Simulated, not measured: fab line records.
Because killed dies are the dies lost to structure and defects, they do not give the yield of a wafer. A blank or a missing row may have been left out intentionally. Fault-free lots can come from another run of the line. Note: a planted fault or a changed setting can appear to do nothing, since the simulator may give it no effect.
fab line records    flow n5Finfet
[record] lots = 5  wafers = 14  lastDay = 18
route steps=1938 shown BEOL_M6@1251 BEOL_M7@1263 PASSIVATION@1936
lots that met no fault: from a run of the same line without faults
startH: hours from the record's first day to the start of the lot's first wafer shown    waitH: hours since the lot's step before    " the same as in the row above    L1.1+2: a single row standing in for several wafers    - no value, or no start was given    * or withheld: withheld    < > ~ a bound
route shown NAME@n: NAME is a module with steps in the file, n the number in the route of the first one    usual: mean/standard deviation taken from wafers without a fault    same: alike in all rows    chamber/n: place in a boat    sites: each site's reading    _std_site: standard deviation across them    _edge_site: inner sites' mean taken away from outer sites' mean    radiusMm: how far each site lies from the wafer's centre    mask NAME#n: copy n    behind: the most recent tool/chamber to have shaped the wafer    hold: why the lot was held/for how many hours/how that ended    device: the transistor (n, p or np) that didn't switch    end of line: the tests these same wafers got at the end of their route    a step without rows: its recipe alone    killed: dies lost to structure and defects at the first sort, not the wafer's yield    map: dies across one wafer; x = killed, . = not, _ = none there
set.NAME: setting as actually run; set.NAME@STEP: the setting as run at that earlier step    model.NAME: the simulator's own value behind a step, which no gauge read
lots seen at some steps along the route; tables by step, rows by wafer
services: a tool's chamber out of use, with start hour (startH, from the record's first day; less than 0 if before it), hours out, and reason
[[steps]]
[step N5_BEOL_M6_ALD_77]
[recipe] material = TaN  targetThkA = 20  tempC = 275  aldPrecursorFamily = PDMAT  aldCoReactant = NH3  pressureTorr = 3  carrierFlowSccm = 1500  pulseTimeS = 2  purgeTimeS = 3  coReactantPurgeTimeS = 2  coReactantPulseTimeS = 3  aldCycles = 40  precursorVesselTempC = 75  precursorVesselPressureTorr = 26.25  precursorVesselCarrierSccm = 1000
[step N5_BEOL_M6_SURFACE_TREAT_79]
[recipe] gas = Ar  timeS = *  ionEnergyEv = *  ionCurrentMaCm2 = 0.5  pressureMtorr = *  arFlowSccm = 30
[step N5_BEOL_M6_CVD_78]
[recipe] material = Co  targetThkA = 20  tempC = withheld  precursor = CCTBA/H2  pressureTorr = 30  timeS = 142.3
[step N5_BEOL_M6_SPUTTER_48]
[recipe] material = Cu  targetThkA = 100  tempC = -20  biasV = 60  powerW = 26000  chamberPressurePa = 0.13  timeS = 1.667
[step N5_BEOL_M6_ECD_50]
[recipe] material = Cu  targetThkA = 3000
[step N5_BEOL_M6_ANNEAL_51]
[recipe] tempC = 225  timeS = 90  ambient = N2
[step N5_BEOL_M6_CMP_52]
[recipe] stopOn = SiCOH_lowk  tOverpolishS = 6.9  downForcePsi = 1  platenRpm = 50  clearingPlatenDownForcePsi = 1.5  clearingPlatenRpm = 50  postCmpClean = cuAlkaline  targetThkNm = 80  clearingPlatenPadVelocityMS = 0.99484  padVelocityMS = 0.99484
[step N5_BEOL_M6_PRE_CLEAN_55]
[recipe] gas = NH3  timeS = 15  tempC = withheld  rfPowerW = 300
[step N5_BEOL_M6_DEP_56]
[recipe] material = SiCN  targetThkA = 100  tempC = withheld  precursor = 3MS/NH3  pressureTorr = 3  rfW = 202  timeS = 17.5
[step N5_BEOL_M7_ILD_DEP_00]
[recipe] material = SiCOH_lowk  targetThkA = 1797.5  tempC = 300  precursor = DEMS/porogen  pressureTorr = 5  rfW = 500  timeS = 33.4
[usual] heaterPowerW = 371/70  showerheadPlenumPTorr = 5.741/0.023  susceptorTempC = 299.99/0.2  throttleValvePct = 13.8/1.1
lot.wafer  tool      chamber  startH  waitH  heaterPowerW  showerheadPlenumPTorr  susceptorTempC  throttleValvePct  model.SiCOH_lowk_of_BEOL_M7_ILD_DEP_00.thkNm
L658.1     pecvd-03  2        222.86  0.0    398           5.761                  300.16          12.7              176.2
L658.4     "         0        "       "      380           5.724                  299.57          16.7              180.4
L658.6     "         1        "       "      376           5.788                  300.10          14.5              177.8
L662.2     pecvd-03  2        253.61  0.0    389           5.752                  300.42          12.4              176.2
L662.5     "         1        "       "      364           5.771                  300.04          14.5              177.6
L662.6     "         0        "       "      364           5.731                  295.59          16.7              187
L663.3     pecvd-03  0        257.91  0.0    323           5.730                  295.67          16.9              185.6
L663.5     "         2        "       "      398           5.766                  300.17          12.2              183.4
L665.3     pecvd-03  2        282.42  0.0    443           5.756                  300.31          12.5              179.8
L665.5     "         1        "       "      373           5.747                  300.13          14.6              179.2
L665.6     "         0        "       "      334           5.719                  295.40          16.5              186.6
L679.2     pecvd-01  2        361.63  0.0    416           5.725                  300.12          13.5              180.4
L679.5     "         0        "       "      322           5.765                  299.87          13.3              179.2
L679.6     "         1        "       "      278           5.758                  300.10          13.8              181.2
[step N5_BEOL_M7_CURE_74]
[recipe] tempC = 385  timeS = 240  ambient = He/Ar  material = SiCOH_lowk
[step N5_BEOL_M7_THK_MEAS_01]
[recipe] reads = SiCOH_lowk_of_BEOL_M7_ILD_DEP_00
[usual] M7_ILD_THK = 155.0/1.9
lot.wafer  tool          chamber  startH  waitH  M7_ILD_THK[nm]
L658.1     filmMetro-01  -        223.44  0.4    152.0
L658.4     "             -        "       "      155.6
L658.6     "             -        "       "      153.3
L662.2     filmMetro-01  -        254.19  0.4    151.9
L662.5     "             -        "       "      153.1
L662.6     "             -        "       "      161.4
L663.3     filmMetro-01  -        258.49  0.3    160.3
L663.5     "             -        "       "      158.1
L665.3     filmMetro-02  -        283.28  0.3    155.0
L665.5     "             -        "       "      154.5
L665.6     "             -        "       "      161.0
L679.2     filmMetro-02  -        362.46  0.4    155.5
L679.5     "             -        "       "      154.6
L679.6     "             -        "       "      156.2
[step N5_BEOL_M7_PECVD_70]
[recipe] material = SiO2  targetThkA = 200  tempC = 400  precursor = TEOS/O2  pressureTorr = 5.5  rfW = 450  teosFlowSccm = 53.8  gas = O2  flowSccm = 3000  timeS = 22.7
[step N5_BEOL_M7_HM_DEP_02]
[recipe] material = TiN  targetThkA = 200  tempC = 25  chamberPressurePa = 0.49996
[step N5_BEOL_M7_COAT_59]
[recipe] resist = SOC  tempC = 250  timeS = 60  spinRpm = 1500  resistThkNm = 100
[step N5_BEOL_M7_COAT_60]
[recipe] resist = SiARC  tempC = 220  timeS = 60  spinRpm = 1500  resistThkNm = 35
[step N5_BEOL_M7_COAT_05]
[recipe] resist = CAR-ArF  spinRpm = 1500  resistThkNm = 90
[step N5_BEOL_M7_EBR_07]
[recipe] solvent = PGMEA  ebrWidthMm = 1.5
[step N5_BEOL_M7_SOFTBAKE_06]
[recipe] tempC = 110  timeS = 60  resist = CAR-ArF
[step N5_BEOL_M7_EXPOSE_08]
[recipe] maskId = M7  na = 1.35  sourceShape = dipole  sigmaInner = 0.817  sigmaOuter = 0.97  polarization = te  doseMj = 68.25
[step N5_BEOL_M7_PEB_09]
[recipe] pebTempC = withheld  pebTimeS = 60  resist = CAR-ArF
[step N5_BEOL_M7_DEVELOP_10]
[recipe] developTimeS = 30  developer = TMAH  resist = CAR-ArF  rinseLiquid = diw  dry = airSpin  devTempC = 23
[step N5_BEOL_M7_DESCUM_16]
[recipe] chemistry = O2  timeS = 7.9  sourcePowerW = 50  biasPowerW = 20  pressureMtorr = 20  rfFrequencyHz = 2.712e+07  tempC = 40  resist = CAR-ArF  o2FlowSccm = 225
[step N5_BEOL_M7_ETCH_61]
[recipe] chemistry = CF4  target = SiARC  targetDepthA = 455  maskMaterial = CAR-ArF  timeS = 75.8  ionEnergyEv = 80  pressureMtorr = 40  sourceW = 545  biasW = 36  Ar_flow_sccm = 100  cf4FlowSccm = 100  ends = cleared
[step N5_BEOL_M7_ETCH_62]
[recipe] chemistry = N2/H2  target = SOC  targetDepthA = 1100  overetchA = 220  maskMaterial = SiARC  tempC = 40  timeS = 165  ionEnergyEv = 200  pressureMtorr = 30  sourceW = 840  biasW = 150  n2FlowSccm = 200  h2FlowSccm = 200
[step N5_BEOL_M7_STRIP_68]
[recipe] chemistry = N2/H2  tempC = 40  n2FlowSccm = 200  h2FlowSccm = 200  rfFrequencyHz = 6e+07
[step N5_BEOL_M7_STRIP_67]
[recipe] chemistry = CF4  resist = SiARC  powerW = 300  biasPowerW = 75  pressureMtorr = 50  cf4FlowSccm = 150  rfFrequencyHz = 6e+07
[step N5_BEOL_M7_HM_OPEN_17]
[recipe] chemistry = Cl2/BCl3  targetDepthA = 200  overetchA = 60  target = TiN  maskMaterial = SOC  ionEnergyEv = 150  pressureMtorr = 10  icpW = 1000  biasW = 126  Cl2_flow_sccm = 53.25  bcl3FlowSccm = 21.75  Ar_flow_sccm = 25
[step N5_BEOL_M7_STRIP_19]
[recipe] chemistry = O2  powerW = 400  tempC = 40  pressureMtorr = 30  rfFrequencyHz = 6e+07  biasPowerW = 0  overashFraction = 0.2  o2FlowSccm = 225
[step N5_BEOL_M7_COAT_63]
[recipe] resist = SOC  tempC = 250  timeS = 60  spinRpm = 1500  resistThkNm = 60
[step N5_BEOL_M7_COAT_64]
[recipe] resist = SiARC  tempC = 220  timeS = 60  spinRpm = 1500  resistThkNm = 12
[step N5_BEOL_M7_COAT_71]
[recipe] resist = underlayer  tempC = 205  timeS = 60  spinRpm = 1500  resistThkNm = 5
[step N5_BEOL_M7_COAT_22]
[recipe] resist = CAR-EUV  spinRpm = 1500  resistThkNm = 30
[step N5_BEOL_M7_EBR_24]
[recipe] solvent = PGMEA  ebrWidthMm = 1.5
[step N5_BEOL_M7_SOFTBAKE_23]
[recipe] tempC = 110  timeS = 60  resist = CAR-EUV
[step N5_BEOL_M7_CMP_52]
[recipe] stopOn = SiCOH_lowk  tOverpolishS = 6.9  downForcePsi = 1  platenRpm = 50  clearingPlatenDownForcePsi = 1.5  clearingPlatenRpm = 50  postCmpClean = cuAlkaline  targetThkNm = 80  clearingPlatenPadVelocityMS = 0.99484  padVelocityMS = 0.99484
[usual] barrierFieldEndpointS = 28.6/0.74  motorCurrentA = 6.0/0.67  overpolishRunS = 6.900/0.0075  padLifeWafers = 949/650  timeToEndpointS = 61/3.4
lot.wafer  tool    chamber  startH  waitH  barrierFieldEndpointS  motorCurrentA  overpolishRunS  padLifeWafers  timeToEndpointS  model.SiCOH_lowk_of_BEOL_M7_ILD_DEP_00.thkNm
L658.4     cmp-04  1        232.05  0.2    28.7                   6.2            6.897           1345           59               152.6
L658.1     "       3        "       "      28.2                   6.0            6.901           1347           58               149
L658.6     "       1        "       "      28.8                   5.8            6.916           -              59               150.2
L662.2     cmp-02  1        263.74  0.2    28.7                   6.0            6.901           241            65               149
L662.6     "       0        "       "      28.6                   4.9            6.905           -              63               158.4
L662.5     "       1        "       "      28.2                   6.1            6.892           -              67               150
L663.3     cmp-01  0        265.17  0.3    27.0                   5.1            6.895           854            55               157.2
L663.5     "       2        "       "      28.1                   6.1            6.893           -              60               155.2
L665.3     cmp-04  3        289.14  0.2    27.3                   5.5            6.894           1764           59               152
L665.5     "       3        "       "      27.8                   5.7            6.904           -              62               151.6
L665.6     "       0        "       "      27.7                   6.8            6.896           -              53               158
L679.2     cmp-04  1        370.35  0.3    27.2                   5.9            6.909           420            57               152.6
L679.5     "       1        "       "      28.9                   6.0            6.886           -              58               151.6
L679.6     "       2        "       "      29.3                   6.4            6.896           -              63               153.2
[step N5_PASSIVATION_PROBE_49]
[usual] defectLimitedYield = 91.2/1.4  killed_at_M0_to_M3 = 34/9.4  killed_at_M4_up = 14/5.6  killedAtContacts = 13/7.8  killedAtFrontEnd = 37/10  killedAtOther = 4/3.3  killedDies = 103/17  killedOpen = 68/13  killedShort = 33/8.2  sort_bin_4_leakage = 0.00/0.0071  sort_bin_5_function = 5.1/0.92  sort_bin_6_memory = 3.3/0.71  sortNPass = 1077/17  sortYieldPct = 91.2/1.4
[same] grossDies = 1180  killedAtBackSide = 0  sort_bin_8_speed[%] = 0
lot.wafer  tool       chamber  startH  waitH  defectLimitedYield[%]  killed_at_M0_to_M3  killed_at_M4_up  killedAtContacts  killedAtFrontEnd  killedAtOther  killedDies  killedOpen  killedShort  sort_bin_4_leakage[%]  sort_bin_5_function[%]  sort_bin_6_memory[%]  sortNPass  sortYieldPct[%]
L662.2     prober-01  -        338.19  0.1    89.0                   33                  13               20                55                9              130         90          39           0                      5.3                     4.9                   1050       89.0
L662.5     prober-01  -        338.34  0.2    92.4                   35                  13               7                 33                2              90          59          28           0                      4.2                     3.3                   1090       92.4
L662.6     prober-01  -        338.39  0.3    90.4                   48                  10               10                28                17             113         68          44           0                      5.4                     3.8                   1067       90.4
L665.3     prober-01  -        362.87  0.1    90.7                   30                  13               19                40                8              110         68          41           0                      5.0                     3.9                   1070       90.7
// killed by level:class
L662.2 STI_FIN_REVEAL:geometricParticle:open=19 MOL_CONTACT_COAG:geometricParticle:open=15 FIN_SAQP:geometricParticle:open=13 BEOL_M2:geometricParticle:open=8 FIN_SAQP:geometricParticle:short=7 BEOL_M1:geometricParticle:open=5 MOL_CONTACT_COAG:geometricParticle:short=5 BEOL_M4:geometricParticle:open=5
L662.5 BEOL_M2:geometricParticle:open=11 STI_FIN_REVEAL:geometricParticle:open=9 BEOL_M0_SAQP:geometricParticle:short=7 BEOL_M3:geometricParticle:open=7 FIN_SAQP:geometricParticle:short=6 MOL_CONTACT_COAG:geometricParticle:open=6 FIN_SAQP:geometricParticle:open=4 BEOL_M4:geometricParticle:open=4
L662.6 BEOL_M0_SAQP:geometricParticle:open=11 BEOL_M2:geometricParticle:open=11 PAD_METAL:geometricParticle:short=9 MOL_CONTACT_COAG:geometricParticle:open=7 BEOL_M4:geometricParticle:open=6 FIN_SAQP:geometricParticle:short=5 STI_FIN_REVEAL:geometricParticle:open=5 BEOL_M1:geometricParticle:open=5
L665.3 MOL_CONTACT_COAG:geometricParticle:open=13 FIN_SAQP:geometricParticle:short=11 BEOL_M2:geometricParticle:open=9 BEOL_M1:geometricParticle:open=7 BEOL_M4:geometricParticle:open=7 STI_FIN_REVEAL:geometricParticle:open=6 MOL_CONTACT_COAG:geometricParticle:short=6 STI_FIN_REVEAL:geometricParticle:short=5
[[services]]
tool      chamber  startH  hours  kind
cmp-02    -        205.60  1.3    repair
pecvd-01  0        206.51  20.5   repair
cmp-04    -        209.07  7.8    pm
cmp-02    -        209.24  0.8    repair
cmp-04    -        223.01  2.0    repair
pecvd-03  0        225.67  2.2    repair
cmp-02    -        235.91  4.0    pm
cmp-04    -        247.92  6.8    repair
cmp-04    -        255.67  2.2    repair
pecvd-03  1        263.70  5.5    scheduledDown
cmp-02    -        264.02  0.6    repair
cmp-02    -        266.06  5.0    pm
cmp-01    -        268.06  1.7    repair
cmp-01    -        271.17  4.0    pm
cmp-02    -        274.28  1.9    repair
cmp-01    -        322.99  7.6    pm
cmp-04    -        323.67  4.0    pm
cmp-04    -        327.67  -      consumableReplace:conditioner
cmp-04    -        327.67  -      consumableReplace:pad
cmp-02    -        338.31  0.5    repair
pecvd-01  0        340.13  6.7    repair
cmp-01    -        354.36  4.2    pm
pecvd-03  -        366.32  6.0    pm
pecvd-01  0        369.92  5.3    repair
[[key]]
[firstSign] step = N5_BEOL_M7_ILD_DEP_00  reading = susceptorTempC  direction = down  sigmas = 23  usual = *  struck = *
[effect] step = N5_BEOL_M7_THK_MEAS_01  reading = M7_ILD_THK  direction = up  sigmas = 3.1  usual = 155.0  struck = 160.9
[modelEffect] step = N5_BEOL_M7_ILD_DEP_00  value = SiCOH_lowk_of_BEOL_M7_ILD_DEP_00.thkNm  without = 181.7  struck = 186.4
[modelEffect] step = N5_BEOL_M7_CMP_52  value = SiCOH_lowk_of_BEOL_M7_ILD_DEP_00.thkNm  without = 153.8  struck = 157.9
metAt N5_BEOL_M7_ILD_DEP_00
struckWafers L662.6,L663.3,L665.6
onsetBetween 222.86 253.61
[fault] kind = processParameterDrift  tool = pecvd-03  chamber = 0  onsetH = 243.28  steps = N5_BEOL_M7_ILD_DEP_00  channel = tempC  offset = *  shape = step  actsIn = *  stated = *
